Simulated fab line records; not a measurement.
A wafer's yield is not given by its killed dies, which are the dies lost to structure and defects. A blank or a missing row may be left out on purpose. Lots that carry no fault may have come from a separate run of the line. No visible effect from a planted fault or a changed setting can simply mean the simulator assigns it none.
Matching of chambers / flow n5-finfet / N5_MOL_CONTACT_COAG_ALD_27 on ald-sin-04: 4 sister chambers
The step deposits SiOC, target thk 17 nm, pulse time 1.5 s, time 2720 s. 4 wafers are shown with their chamber, then 9 later ones without.

EACH WAFER AND ITS CHAMBER
wafer=L083.3; chamber=1; heater-power-outer-w (W)=470
wafer=L085.1; chamber=2; heater-power-outer-w (W)=490
wafer=L087.5; chamber=0; heater-power-outer-w (W)=592
wafer=L087.6; chamber=3; heater-power-outer-w (W)=489

WAFERS WHOSE CHAMBER IS MISSING
wafer=L092.2; heater-power-outer-w (W)=467
wafer=L092.3; heater-power-outer-w (W)=585
wafer=L092.6; heater-power-outer-w (W)=486
wafer=L094.1; heater-power-outer-w (W)=597
wafer=L094.2; heater-power-outer-w (W)=497
wafer=L094.5; heater-power-outer-w (W)=455
wafer=L096.1; heater-power-outer-w (W)=613
wafer=L096.3; heater-power-outer-w (W)=497
wafer=L096.4; heater-power-outer-w (W)=486

EACH ONE'S CHAMBER
wafer=L092.2; from the rows above=can't be placed: 1 or 3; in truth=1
wafer=L092.3; from the rows above=0; in truth=0
wafer=L092.6; from the rows above=can't be placed: 3 or 2 or 1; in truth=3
wafer=L094.1; from the rows above=0; in truth=0
wafer=L094.2; from the rows above=can't be placed: 2 or 3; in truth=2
wafer=L094.5; from the rows above=can't be placed: 1 or 3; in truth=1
wafer=L096.1; from the rows above=0; in truth=0
wafer=L096.3; from the rows above=can't be placed: 2 or 3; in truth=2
wafer=L096.4; from the rows above=can't be placed: 3 or 2 or 1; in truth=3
Correct placement for 3 of the 9. Unplaceable from these rows: 6, with the true chamber sitting among the candidates in 6. Number placed wrongly: 0.
How it was worked out, from the rows above alone: a wafer's distance from a chamber is the root of the sum, over the readings, of the square of ((its reading less the chamber's mean) divided by the reading's scatter). The wafer belongs to the nearest chamber; if the next one is less than 2 further off, it can't be placed. For every chamber, the mean is computed from those of its wafers that are shown. The scatter (one wafer shown for each chamber): square how far every hidden wafer sits from the nearest shown wafer, average those squares and take the square root.
